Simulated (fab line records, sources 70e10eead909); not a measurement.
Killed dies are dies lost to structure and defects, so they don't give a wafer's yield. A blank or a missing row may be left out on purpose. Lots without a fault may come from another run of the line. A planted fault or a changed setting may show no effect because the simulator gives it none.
fab line records | flow nand_harc
record lots=24 wafers=72 last_day=24
route steps=1159 shown A_STAIRCASE@619
lots that met no fault: from a run of the same line without faults
start_h: hours from the record's first day to the start of the lot's first wafer shown | wait_h: hours since the lot's step before | " the same as in the row above | L1.1+2: a row that stands for several wafers | - no value, or no start given | * or withheld: withheld | < > ~ a bound
route shown NAME@n: a module of which the file shows steps, and the number in the route of the first | usual: mean/standard deviation of fault-free wafers | same: alike in all rows | chamber/n: place in a boat | sites: the reading at each site | _std_site: their standard deviation | _edge_site: outer sites' mean less inner sites' | radius_mm: how far each site lies from the wafer's centre | mask NAME#n: copy n | behind: the tool/chamber that last shaped the wafer | hold: why the lot was held/for how many hours/how that ended | device: the transistor (n, p or np) that didn't switch | end of line: the same wafers' tests at the end of the route | a step without rows: its recipe alone | killed: dies lost to structure and defects at the first sort, not the wafer's yield | map: a wafer's dies, x killed, . not, _ none there
set.NAME: the setting as run; set.NAME@STEP: as run at that earlier step | model.NAME: the simulator's own value behind a step, which no gauge read
steps of the route over a sample of lots; a table a step, a row a wafer
services: from which hour (start_h, from the record's first day; less than 0 if before it) a tool's chamber was out of use, for how many hours, and why
## steps
# step NHARC_A_STAIRCASE_ETCH_225
# recipe target_depth_a=1000 time_s=40.5 ion_energy_ev=400 c4f8_flow_sccm=20 o2_flow_sccm=10 ar_flow_sccm=withheld rf_w=600 bias_w=1000 chemistry=C4F8/O2
# usual oes_product_au=0.937/0.0084 rf_vpp_V=898/4.8
# columns lot.wafer tool chamber start_h wait_h oes_product_au rf_hours_counter_h rf_vpp_V
L074.1 rie_diel-05 3 - - 0.936 25 896
L074.6 " 1 " " 0.943 - 903
L074.5 " 2 " " 0.948 - 898
L075.4 rie_diel-08 1 - - 0.937 45 900
L075.1 " 2 " " 0.935 36 890
L075.2 " 3 " " 0.956 43 893
L077.1 rie_diel-08 3 - - 0.929 44 893
L077.6 " 0 " " 0.939 - 902
L077.5 " 1 " " 0.931 - 899
L078.1 rie_diel-08 0 - - 0.941 47 901
L078.2 " 1 " " 0.938 48 900
L078.6 " 0 " " 0.939 - 900
L076.2 rie_diel-13 0 - - 0.932 68 887
L076.4 " 1 " " 0.936 68 893
L076.6 " 1 " " 0.940 - 894
L079.3 rie_diel-13 0 - - 0.936 69 888
L079.1 " 1 " " 0.933 69 893
L079.2 " 2 " " 0.942 66 898
L080.2 rie_diel-05 0 - - 0.941 42 903
L080.6 " 2 " " 0.970 - 897
L080.5 " 3 " " 0.947 - 897
L082.1 rie_diel-08 3 - - 0.950 56 893
L082.3 " 2 " " 0.934 49 890
L082.6 " 3 " " 0.943 - 893
L081.1 rie_diel-13 2 - - 0.936 3 898
L081.6 " 2 " " 0.940 - 897
L081.5 " 3 " " 0.937 - 900
L083.4 rie_diel-13 3 - - 0.932 6 898
L083.5 " 3 " " 0.935 - 900
L083.6 " 0 " " 0.941 - 905
L084.1 rie_diel-05 2 - - 0.936 52 896
L084.4 " 0 " " 0.936 49 904
L084.6 " 3 " " 0.933 - 896
L086.2 rie_diel-05 3 - - 0.943 53 897
L086.5 " 3 " " 0.947 - 898
L086.6 " 0 " " 0.959 - 904
L085.2 rie_diel-08 0 - - 0.947 3 901
L085.4 " 1 " " 0.942 3 898
L085.6 " 2 " " 0.936 - 890
L087.1 rie_diel-13 3 - - 0.934 21 900
L087.4 " 0 " " 0.943 20 906
L087.6 " 0 " " 0.943 - 904
L089.3 rie_diel-05 3 - - 0.938 60 897
L089.4 " 1 " " 0.943 57 903
L089.6 " 3 " " 0.943 - 896
L090.1 rie_diel-08 0 - - 0.947 11 901
L090.6 " 2 " " 0.933 - 889
L090.5 " 3 " " 0.947 - 892
L091.3 rie_diel-08 1 - - 0.929 11 899
L091.1 " 0 " " 0.934 11 900
L091.6 " 1 " " 0.944 - 900
L088.3 rie_diel-13 2 - - 0.939 20 895
L088.4 " 0 " " 0.933 23 906
L088.5 " 2 " " 0.936 - 897
L095.1 rie_diel-05 1 - - 0.934 4 901
L095.6 " 2 " " 0.948 - 896
L095.5 " 3 " " 0.937 - 897
L093.2 rie_diel-13 2 - - 0.938 27 895
L093.4 " 3 " " 0.936 30 900
L093.1 " 0 " " 0.940 31 906
L094.2 rie_diel-05 0 - - 0.936 6 902
L094.3 " 2 " " 0.942 5 896
L094.6 " 3 " " 0.940 - 895
L092.1 rie_diel-13 3 - - 0.925 33 902
L092.5 " 2 " " 0.922 - 897
L092.6 " 3 " " 0.912 - 900
L096.4 rie_diel-05 1 - - 0.932 10 902
L096.3 " 3 " " 0.921 11 898
L096.6 " 1 " " 0.942 - 902
L097.3 rie_diel-05 1 - - 0.929 10 902
L097.6 " 3 " " 0.931 - 898
L097.5 " 0 " " 0.924 - 903
# step NHARC_A_STAIRCASE_TRIM_233
# recipe time_s=211.2 o2_flow_sccm=500 ar_flow_sccm=0 bias_w=0 chemistry=O2
# usual drypump_motor_current_A=5.8/0.31 oes_product_au=0.999/0.007 rf_vpp_V=58.0/0.93 showerhead_plenum_p_Torr=3.56/0.13 throttle_valve_pct=17.036/0.0094
# columns lot.wafer tool chamber start_h wait_h drypump_motor_current_A oes_product_au rf_hours_counter_h rf_vpp_V showerhead_plenum_p_Torr throttle_valve_pct
L074.1 rie_diel-05 2 - - 5.6 1.014 25 57.6 3.55 17.034
L074.6 " 1 " " 5.9 1.006 - 57.5 3.72 17.038
L074.5 " 2 " " 5.6 1.008 - 58.2 3.55 17.034
L075.4 rie_diel-08 3 - - 5.7 1.004 43 57.4 3.45 17.042
L075.1 " 1 " " 5.2 1.004 45 57.6 3.62 17.042
L075.2 " 2 " " 5.6 0.994 37 57.8 3.38 17.029
L077.1 rie_diel-08 1 - - 5.2 0.987 47 56.8 3.62 17.054
L077.6 " 0 " " 6.0 0.994 - 58.0 3.68 17.031
L077.5 " 1 " " 5.1 0.989 - 56.9 3.62 17.032
L078.1 rie_diel-08 2 - - 5.6 0.991 40 58.4 3.38 17.053
L078.2 " 0 " " 6.0 0.999 47 57.5 3.68 17.037
L078.6 " 3 " " 5.7 1.010 - 58.2 3.44 17.036
L076.4 rie_diel-13 0 - - 5.9 0.997 69 58.0 3.28 17.039
L076.2 " 2 " " 5.8 1.001 66 58.9 3.56 17.042
L076.6 " 1 " " 6.3 1.001 - 57.6 3.44 17.032
L079.2 rie_diel-08 3 - - 5.7 0.994 49 58.9 3.44 17.027
L079.3 " 0 " " 6.0 1.008 50 58.6 3.68 17.040
L079.1 " 1 " " 5.2 0.982 51 57.3 3.62 17.032
L080.2 rie_diel-05 2 - - 5.6 0.998 44 58.0 3.54 17.024
L080.5 " 1 " " 5.9 1.005 - 57.5 3.71 17.037
L080.6 " 2 " " 5.6 1.008 - 57.5 3.54 17.022
L082.1 rie_diel-08 0 - - 6.0 1.012 59 58.0 3.67 17.029
L082.3 " 2 " " 5.6 1.000 50 55.9 3.37 17.028
L082.6 " 0 " " 6.0 0.988 - 57.2 3.67 17.035
L081.1 rie_diel-13 1 - - 6.2 1.000 4 56.3 3.44 17.042
L081.5 " 0 " " 5.9 1.001 - 58.7 3.81 17.045
L081.6 " 1 " " 6.2 0.997 - 57.5 3.44 17.056
L083.4 rie_diel-05 3 - - 6.3 0.983 47 59.0 3.56 17.034
L083.5 " 0 " " 6.1 0.997 - 60.0 3.74 17.031
L083.6 " 1 " " 5.9 0.993 - 59.0 3.70 17.044
L084.4 rie_diel-05 2 - - 5.6 1.002 52 57.8 3.54 17.036
L084.1 " 3 " " 6.3 0.995 52 57.3 3.56 17.040
L084.6 " 1 " " 5.9 1.002 - 58.2 3.70 17.051
L086.2 rie_diel-05 0 - - 6.1 1.008 52 57.3 3.74 17.062
L086.6 " 1 " " 5.9 0.998 - 58.0 3.70 17.051
L086.5 " 2 " " 5.7 1.000 - 57.7 3.53 17.033
L085.2 rie_diel-08 1 - - 5.1 0.983 4 60.9 3.61 17.032
L085.6 " 2 " " 5.6 0.992 - 56.6 3.36 17.034
L085.4 " 3 " " 5.7 0.994 - 57.2 3.43 17.037
L087.4 rie_diel-08 3 - - 5.7 0.993 9 56.3 3.43 17.052
L087.1 " 0 " " 6.0 1.000 9 57.7 3.66 17.016
L087.6 " 3 " " 5.7 0.997 - 58.7 3.43 17.045
L089.3 rie_diel-08 3 - - 5.7 1.005 9 57.2 3.43 17.033
L089.4 " 0 " " 6.0 1.001 10 59.5 3.66 17.038
L089.6 " 3 " " 5.7 1.008 - 59.9 3.43 17.031
L090.1 rie_diel-13 1 - - 6.2 0.997 23 58.9 3.43 17.048
L090.5 " 1 " " 6.2 1.001 - 56.6 3.43 17.037
L090.6 " 2 " " 5.8 0.999 - 57.2 3.55 17.031
L091.3 rie_diel-08 3 - - 5.7 1.005 11 58.9 3.43 17.039
L091.1 " 0 " " 6.0 1.000 11 58.8 3.66 17.028
L091.6 " 2 " " 5.6 0.995 - 58.0 3.36 17.029
L088.4 rie_diel-08 3 - - 5.7 1.002 11 57.3 3.43 17.025
L088.3 " 1 " " 5.2 0.990 12 57.6 3.61 17.042
L088.5 " 0 " " 6.0 1.003 - 57.3 3.66 17.031
L095.1 rie_diel-08 1 - - 5.2 0.992 20 56.7 3.60 17.056
L095.6 " 3 " " 5.7 0.996 - 57.6 3.43 17.024
L095.5 " 0 " " 6.0 0.993 - 59.7 3.66 17.039
L093.1 rie_diel-08 3 - - 5.7 0.999 20 56.7 3.43 17.023
L093.2 " 1 " " 5.2 0.984 20 56.8 3.60 17.027
L093.4 " 2 " " 5.6 0.998 20 58.1 3.36 17.028
L094.3 rie_diel-08 3 - - 5.7 1.006 20 58.5 3.42 17.025
L094.2 " 0 " " 6.0 1.003 22 57.8 3.65 17.031
L094.6 " 1 " " 5.2 0.997 - 57.9 3.60 17.035
L092.1 rie_diel-05 1 - - 5.9 0.997 6 58.1 3.69 17.029
L092.5 " 0 " " 6.1 1.002 - 58.8 3.73 17.023
L092.6 " 1 " " 5.9 1.006 - 58.4 3.69 17.040
L097.3 rie_diel-13 1 - - 6.2 0.993 38 58.4 3.42 17.029
L097.5 " 3 " " 6.3 0.999 - 58.4 3.63 17.045
L097.6 " 0 " " 5.9 0.993 - 59.2 3.79 17.020
L096.4 rie_diel-08 3 - - 5.7 1.000 26 56.8 3.42 17.027
L096.3 " 0 " " 6.0 1.006 26 58.8 3.65 17.052
L096.6 " 0 " " 6.0 0.999 - 58.5 3.65 17.040
# step NHARC_A_STAIRCASE_STRIP_238
# recipe power_w=1500 temp_c=250 chemistry=O2
# usual drypump_motor_current_A=5.8/0.5 heater_power_w=331/27
# columns lot.wafer tool chamber start_h wait_h drypump_motor_current_A heater_power_w rf_hours_counter_h
L074.1 plasma_asher-01 1 238.48 0.1 6.1 346 49
L074.5 " 0 " " 5.3 321 -
L074.6 " 1 " " 6.1 354 -
L075.1 plasma_asher-01 0 255.44 0.1 5.4 324 53
L075.2 " 1 " " 6.1 357 53
L075.4 " 1 " " 6.1 345 -
L077.1 plasma_asher-02 0 260.24 0.1 5.2 305 23
L077.5 " 1 " " 6.4 352 -
L077.6 " 0 " " 5.3 302 -
L078.2 plasma_asher-02 0 266.99 0.2 5.2 301 25
L078.1 " 1 " " 6.4 351 25
L078.6 " 1 " " 6.4 341 -
L076.2 plasma_asher-01 0 271.18 0.1 5.4 307 58
L076.4 " 0 " " 5.4 314 -
L076.6 " 0 " " 5.4 313 -
L079.1 plasma_asher-02 1 271.49 0.1 6.4 351 27
L079.2 " 0 " " 5.3 309 27
L079.3 " 0 " " 5.2 302 -
L080.2 plasma_asher-02 1 294.69 0.1 6.4 339 36
L080.5 " 1 " " 6.4 350 -
L080.6 " 0 " " 5.3 312 -
L082.1 plasma_asher-02 1 295.45 0.1 6.4 349 36
L082.3 " 1 " " 6.4 351 -
L082.6 " 1 " " 6.4 345 -
L081.1 plasma_asher-02 0 296.27 0.1 5.3 299 36
L081.6 " 1 " " 6.4 346 -
L081.5 " 0 " " 5.2 308 -
L083.4 plasma_asher-01 1 301.69 0.2 6.1 376 -
L083.6 " 1 " " 6.1 374 -
L083.5 " 0 " " 5.4 304 -
L084.1 plasma_asher-02 1 313.63 0.1 6.4 338 42
L084.4 " 1 " " 6.4 331 -
L084.6 " 0 " " 5.2 304 -
L086.2 plasma_asher-02 1 320.12 0.1 6.4 344 43
L086.6 " 1 " " 6.4 352 -
L086.5 " 0 " " 5.2 308 -
L085.2 plasma_asher-02 0 322.50 0.1 5.2 308 43
L085.4 " 1 " " 6.4 340 -
L085.6 " 0 " " 5.2 301 -
L087.1 plasma_asher-01 1 338.06 0.1 6.1 380 17
L087.4 " 0 " " 5.3 304 -
L087.6 " 0 " " 5.4 298 -
L089.3 plasma_asher-02 1 338.55 0.2 6.4 353 -
L089.4 " 0 " " 5.2 309 -
L089.6 " 0 " " 5.2 313 -
L090.1 plasma_asher-02 1 343.86 0.1 6.4 342 51
L090.6 " 0 " " 5.3 301 -
L090.5 " 1 " " 6.4 343 -
L091.1 plasma_asher-01 0 344.17 0.1 5.4 302 19
L091.3 " 0 " " 5.3 308 -
L091.6 " 1 " " 6.1 374 -
L088.3 plasma_asher-01 1 344.57 0.2 6.1 372 -
L088.4 " 0 " " 5.4 298 -
L088.5 " 1 " " 6.1 374 -
L095.1 plasma_asher-01 1 361.53 0.1 6.1 381 26
L095.5 " 0 " " 5.4 303 -
L095.6 " 1 " " 6.1 372 -
L093.1 plasma_asher-01 0 362.53 0.3 5.4 306 26
L093.2 " 1 " " 6.2 374 26
L093.4 " 0 " " 5.4 309 -
L094.2 plasma_asher-01 1 365.42 0.9 6.1 371 29
L094.3 " 1 " " 6.1 377 -
L094.6 " 1 " " 6.1 368 -
L092.1 plasma_asher-01 1 365.75 0.8 6.1 365 29
L092.5 " 0 " " 5.3 302 -
L092.6 " 1 " " 6.1 368 -
L096.4 plasma_asher-01 1 378.06 0.2 6.1 370 -
L096.3 " 0 " " 5.3 299 -
L096.6 " 0 " " 5.4 304 -
L097.3 plasma_asher-02 1 378.08 0.2 6.4 342 -
L097.5 " 1 " " 6.4 353 -
L097.6 " 0 " " 5.3 303 -
# step NHARC_A_STAIRCASE_HM_DEP_456
# recipe target_thk_a=15000 temp_c=400 material=aC
# usual throttle_valve_pct=35.001/0.0085
# columns lot.wafer tool chamber start_h wait_h throttle_valve_pct
L074.1 acl_dep-01 0 243.41 - 35.004
L074.5 " 0 244.62 - 34.997
L074.6 " 0 " " 34.992
L075.1 acl_dep-01 0 257.82 - 34.997
L075.2 " 0 " " 34.983
L075.4 " 0 " " 35.010
L077.1 acl_dep-02 0 265.54 - 35.001
L077.5 " 0 266.76 - 34.996
L077.6 " 0 " " 34.988
L078.1 acl_dep-02 0 269.38 - 34.976
L078.2 " 0 " " 35.005
L078.6 " 0 270.88 - 34.996
L076.2 acl_dep-01 0 273.88 - 34.997
L076.4 " 0 " " 35.004
L076.6 " 0 " " 34.995
L079.1 acl_dep-03 0 274.00 - 34.996
L079.2 " 0 " " 34.987
L079.3 " 0 " " 35.003
L080.2 acl_dep-02 0 297.62 - 35.000
L080.5 " 0 " " 34.989
L080.6 " 0 " " 35.006
L082.1 acl_dep-03 0 298.06 - 34.990
L082.3 " 0 " " 35.005
L082.6 " 0 " " 35.002
L081.1 acl_dep-03 0 299.88 - 35.006
L081.5 " 0 301.12 - 35.006
L081.6 " 0 " " 35.009
L083.4 acl_dep-03 0 307.80 - 34.995
L083.5 " 0 " " 35.000
L083.6 " 0 " " 34.997
L084.1 acl_dep-03 0 316.02 - 34.998
L084.4 " 0 " " 35.014
L084.6 " 0 " " 35.003
L086.2 acl_dep-02 0 323.23 - 35.010
L086.5 " 0 " " 35.009
L086.6 " 0 " " 34.996
L085.2 acl_dep-02 0 326.94 - 34.998
L085.4 " 0 " " 34.991
L085.6 " 0 " " 35.001
L087.1 acl_dep-02 0 340.59 - 35.004
L087.4 " 0 " " 35.013
L087.6 " 0 " " 34.992
L089.3 acl_dep-03 0 341.77 - 34.995
L089.4 " 0 " " 35.010
L089.6 " 0 " " 35.002
L090.1 acl_dep-02 0 347.47 - 34.995
L090.5 " 0 348.67 - 34.999
L090.6 " 0 " " 35.015
L091.1 acl_dep-01 0 349.53 - 34.998
L091.3 " 0 " " 34.996
L091.6 " 0 " " 35.001
L088.3 acl_dep-03 0 351.37 - 35.005
L088.4 " 0 " " 35.001
L088.5 " 0 " " 34.994
L095.1 acl_dep-03 0 364.25 - 35.002
L095.5 " 0 365.47 - 34.992
L095.6 " 0 " " 34.998
L093.1 acl_dep-02 0 366.22 - 34.996
L093.2 " 0 " " 35.005
L093.4 " 0 " " 34.999
L094.2 acl_dep-02 0 368.93 - 35.019
L094.3 " 0 " " 35.003
L094.6 " 0 " " 34.993
L092.1 acl_dep-02 0 370.46 - 34.999
L092.5 " 0 371.68 - 34.985
L092.6 " 0 " " 34.994
L096.3 acl_dep-02 0 382.34 - 34.993
L096.4 " 0 " " 35.005
L096.6 " 0 " " 35.006
L097.3 acl_dep-03 0 382.80 - 35.001
L097.5 " 0 " " 35.000
L097.6 " 0 " " 35.002
# step NHARC_A_STAIRCASE_ETCH_315
# recipe target_depth_a=25000 time_s=607.1 ion_energy_ev=800 c4f8_flow_sccm=80 o2_flow_sccm=60 ar_flow_sccm=withheld rf_w=600 bias_w=3000 chemistry=C4F8/O2/Ar
# usual oes_product_au=0.932/0.0096 rf_vpp_V=1830/9.3
# columns lot.wafer tool chamber start_h wait_h oes_product_au rf_hours_counter_h rf_vpp_V
L074.1 rie_diel-08 2 - - 0.937 36 1815
L074.6 " 3 " " 0.949 - 1821
L074.5 " 0 " " 0.930 - 1838
L075.4 rie_diel-13 3 - - 0.930 29 1837
L075.1 " 1 " " 0.933 68 1820
L075.2 " 2 " " 0.932 66 1828
L077.1 rie_diel-08 3 - - 0.940 50 1821
L077.6 " 3 " " 0.928 - 1820
L077.5 " 0 " " 0.925 - 1838
L078.2 rie_diel-05 2 - - 0.943 40 1830
L078.1 " 3 " " 0.925 41 1831
L078.6 " 2 " " 0.938 - 1828
L076.2 rie_diel-05 2 - - 0.949 41 1828
L076.4 " 0 " " 0.936 41 1843
L076.6 " 1 " " 0.930 - 1839
L079.3 rie_diel-05 3 - - 0.931 42 1830
L079.2 " 1 " " 0.947 37 1840
L079.1 " 2 " " 0.952 41 1829
L080.2 rie_diel-13 0 - - 0.923 9 1848
L080.5 " 2 " " 0.940 - 1829
L080.6 " 3 " " 0.926 - 1836
L082.1 rie_diel-05 3 - - 0.918 50 1828
L082.3 " 1 " " 0.935 45 1841
L082.6 " 2 " " 0.932 - 1828
L081.1 rie_diel-08 0 - - 0.940 0 1836
L081.6 " 3 " " 0.933 - 1821
L081.5 " 0 " " 0.936 - 1837
L083.4 rie_diel-13 1 - - 0.924 - 1820
L083.5 " 3 " " 0.933 - 1835
L083.6 " 0 " " 0.931 - 1847
L084.1 rie_diel-05 0 - - 0.935 54 1842
L084.4 " 1 " " 0.940 53 1839
L084.6 " 3 " " 0.939 - 1829
L086.2 rie_diel-08 0 - - 0.929 7 1836
L086.5 " 3 " " 0.949 - 1820
L086.6 " 0 " " 0.934 - 1836
L085.4 rie_diel-08 2 - - 0.925 9 1813
L085.2 " 0 " " 0.925 9 1837
L085.6 " 2 " " 0.931 - 1814
L087.1 rie_diel-05 2 - - 0.939 0 1827
L087.4 " 3 " " 0.918 1 1828
L087.6 " 1 " " 0.915 - 1838
L089.4 rie_diel-05 2 - - 0.946 2 1829
L089.3 " 0 " " 0.941 2 1842
L089.6 " 2 " " 0.949 - 1826
L091.3 rie_diel-05 3 - - 0.924 5 1827
L091.1 " 1 " " 0.932 4 1840
L091.6 " 0 " " 0.941 - 1841
L090.1 rie_diel-08 3 - - 0.929 19 1819
L090.6 " 2 " " 0.927 - 1815
L090.5 " 3 " " 0.923 - 1819
L088.3 rie_diel-05 1 - - 0.943 4 1840
L088.4 " 3 " " 0.936 6 1830
L088.5 " 1 " " 0.948 - 1839
L095.1 rie_diel-08 3 - - 0.926 25 1818
L095.6 " 1 " " 0.919 - 1832
L095.5 " 2 " " 0.916 - 1814
L093.2 rie_diel-08 0 - - 0.939 26 1836
L093.4 " 1 " " 0.934 25 1832
L093.1 " 2 " " 0.921 25 1815
L094.3 rie_diel-05 1 - - 0.942 11 1838
L094.2 " 2 " " 0.933 10 1828
L094.6 " 0 " " 0.933 - 1842
L092.1 rie_diel-08 3 - - 0.925 27 1819
L092.6 " 1 " " 0.922 - 1833
L092.5 " 2 " " 0.924 - 1813
L096.4 rie_diel-08 1 - - 0.920 29 1832
L096.3 " 2 " " 0.917 30 1815
L096.6 " 0 " " 0.937 - 1836
L097.3 rie_diel-08 3 - - 0.934 31 1818
L097.6 " 1 " " 0.921 - 1832
L097.5 " 2 " " 0.922 - 1814
# step NHARC_A_STAIRCASE_STRIP_476
# recipe time_s=20 o2_flow_sccm=500 ar_flow_sccm=0 bias_w=0 chemistry=O2
# usual drypump_motor_current_A=5.9/0.33 oes_product_au=0.998/0.0073 rf_vpp_V=57.9/0.9 showerhead_plenum_p_Torr=3.58/0.13 throttle_valve_pct=17.036/0.0099
# columns lot.wafer tool chamber start_h wait_h drypump_motor_current_A oes_product_au rf_hours_counter_h rf_vpp_V showerhead_plenum_p_Torr throttle_valve_pct
L074.1 rie_diel-05 2 255.46 0.1 5.6 1.011 31 57.4 3.55 17.031
L074.6 " 0 " " 6.1 1.001 - 57.8 3.75 17.030
L074.5 " 1 " " 5.9 1.013 - 56.9 3.71 17.030
L075.1 rie_diel-05 0 273.81 0.1 6.1 0.998 40 59.2 3.75 17.026
L075.2 " 1 " " 5.9 0.997 35 58.4 3.71 17.032
L075.4 " 2 " " 5.6 1.003 39 56.6 3.54 17.035
L077.1 rie_diel-05 2 278.52 0.1 5.6 1.005 40 56.7 3.54 17.027
L077.5 " 2 " " 5.6 1.019 - 60.0 3.54 17.038
L077.6 " 3 " " 6.3 0.996 - 57.3 3.56 17.038
L078.2 rie_diel-08 2 282.44 0.1 5.6 0.989 45 57.5 3.37 17.039
L078.1 " 3 " " 5.7 1.015 52 57.1 3.44 17.044
L078.6 " 1 " " 5.2 0.992 - 58.4 3.62 17.048
L076.2 rie_diel-13 3 288.48 0.1 6.3 0.996 1 57.2 3.66 17.032
L076.4 " 2 " " 5.8 1.006 1 56.8 3.56 17.030
L076.6 " 3 " " 6.3 0.998 - 58.3 3.66 17.019
L079.1 rie_diel-05 3 290.96 0.1 6.3 0.993 43 59.4 3.56 17.030
L079.2 " 1 " " 5.9 1.005 39 56.8 3.71 17.025
L079.3 " 2 " " 5.6 1.007 43 57.1 3.54 17.027
L080.2 rie_diel-08 1 311.77 0.1 5.2 0.990 0 56.8 3.61 17.035
L080.6 " 0 " " 6.0 1.001 - 58.8 3.67 17.051
L080.5 " 1 " " 5.2 0.993 - 56.7 3.61 17.046
L082.1 rie_diel-05 0 313.14 0.1 6.1 1.004 50 58.1 3.74 17.048
L082.3 " 1 " " 5.9 1.000 48 56.2 3.70 17.043
L082.6 " 0 " " 6.1 0.998 - 58.7 3.74 17.032
L081.1 rie_diel-08 2 315.27 0.1 5.6 0.991 1 57.3 3.37 17.036
L081.6 " 2 " " 5.6 0.986 - 56.9 3.37 17.041
L081.5 " 3 " " 5.7 0.995 - 57.7 3.43 17.047
L083.5 rie_diel-08 3 322.00 0.1 5.7 1.004 - 56.3 3.43 17.044
L083.6 " 1 " " 5.2 0.994 - 57.6 3.61 17.031
L083.4 " 2 " " 5.6 0.995 - 58.7 3.36 17.032
L084.1 rie_diel-05 1 331.79 0.1 5.9 1.005 54 59.0 3.70 17.039
L084.4 " 2 " " 5.6 1.005 59 58.2 3.53 17.033
L084.6 " 3 " " 6.3 0.994 - 57.5 3.55 17.038
L086.2 rie_diel-13 2 335.40 0.1 5.8 1.008 16 57.1 3.55 17.021
L086.5 " 3 " " 6.3 1.011 - 57.7 3.64 17.055
L086.6 " 0 " " 5.8 0.997 - 60.2 3.80 17.028
L085.2 rie_diel-08 0 339.37 0.1 6.0 0.995 10 57.3 3.66 17.023
L085.4 " 1 " " 5.2 0.986 10 57.7 3.61 17.035
L085.6 " 0 " " 6.0 0.991 - 57.8 3.66 17.047
L087.4 rie_diel-08 2 356.64 0.1 5.6 0.997 18 58.1 3.36 17.026
L087.1 " 3 " " 5.7 0.999 17 57.2 3.43 17.029
L087.6 " 2 " " 5.6 0.997 - 58.0 3.36 17.050
L089.4 rie_diel-13 0 358.78 0.6 5.9 0.992 30 59.4 3.79 17.037
L089.3 " 1 " " 6.3 0.999 31 57.5 3.43 17.041
L089.6 " 2 " " 5.8 0.986 - 58.1 3.55 17.048
L091.3 rie_diel-08 2 363.39 0.1 5.6 0.989 20 59.1 3.36 17.035
L091.1 " 3 " " 5.7 0.997 20 57.6 3.42 17.040
L091.6 " 1 " " 5.2 0.992 - 57.4 3.60 17.038
L090.1 rie_diel-08 0 363.80 0.1 6.0 0.998 22 57.2 3.66 17.026
L090.5 " 2 " " 5.6 0.991 - 58.0 3.36 17.029
L090.6 " 3 " " 5.7 1.004 - 58.0 3.42 17.045
L088.3 rie_diel-13 1 364.89 0.1 6.3 0.989 33 55.5 3.43 17.047
L088.4 " 0 " " 5.9 1.004 32 56.5 3.79 17.029
L088.5 " 2 " " 5.8 1.010 - 58.0 3.54 17.034
L095.1 rie_diel-05 2 377.73 0.1 5.7 1.002 10 57.5 3.53 17.028
L095.6 " 0 " " 6.1 0.996 - 57.6 3.73 17.018
L095.5 " 1 " " 5.9 1.002 - 59.0 3.69 17.059
L093.1 rie_diel-08 0 380.27 0.1 6.0 1.010 27 58.7 3.65 17.051
L093.2 " 1 " " 5.2 1.006 26 57.0 3.60 17.038
L093.4 " 2 " " 5.6 0.991 27 56.4 3.35 17.039
L094.3 rie_diel-13 1 381.90 0.1 6.3 0.996 39 57.2 3.42 17.032
L094.2 " 0 " " 5.9 0.992 41 59.2 3.78 17.039
L094.6 " 2 " " 5.8 1.000 - 58.4 3.54 17.053
L092.1 rie_diel-13 2 386.80 0.1 5.8 1.013 38 57.7 3.54 17.034
L092.5 " 0 " " 5.9 0.989 - 58.0 3.78 17.024
L092.6 " 1 " " 6.3 0.998 - 57.1 3.42 17.036
L096.3 rie_diel-05 0 394.85 0.1 6.1 0.992 18 58.3 3.72 17.040
L096.4 " 2 " " 5.6 0.994 16 57.7 3.52 17.041
L096.6 " 3 " " 6.2 0.981 - 57.6 3.54 17.020
L097.3 rie_diel-08 1 396.26 0.1 5.2 0.984 31 58.1 3.60 17.032
L097.6 " 0 " " 6.0 0.998 - 58.5 3.65 17.044
L097.5 " 1 " " 5.2 0.995 - 58.0 3.60 17.050
## services
# columns tool chamber start_h hours kind
rie_diel-13 1 219.31 4.5 repair
rie_diel-08 - 219.92 0.8 repair
acl_dep-03 - 223.63 13.0 pm
rie_diel-08 0 232.13 - clean
rie_diel-08 1 232.13 - clean
rie_diel-08 2 232.13 - clean
rie_diel-08 3 232.13 - clean
plasma_asher-02 - 232.42 1.0 repair
rie_diel-08 0 256.63 - clean
rie_diel-08 1 256.63 - clean
rie_diel-08 2 256.63 - clean
rie_diel-08 3 256.63 - clean
rie_diel-13 3 261.93 3.9 repair
rie_diel-05 1 263.63 6.6 repair
plasma_asher-01 - 276.00 9.0 pm
rie_diel-13 - 276.14 9.0 pm
rie_diel-08 0 281.61 - clean
acl_dep-01 - 293.03 13.0 pm
rie_diel-08 3 325.44 4.3 repair
rie_diel-05 - 341.54 9.0 pm
acl_dep-02 - 349.28 13.0 pm
plasma_asher-02 - 360.65 9.0 pm
rie_diel-05 2 373.55 2.0 repair
plasma_asher-02 - 395.19 6.6 repair
## key
fault none
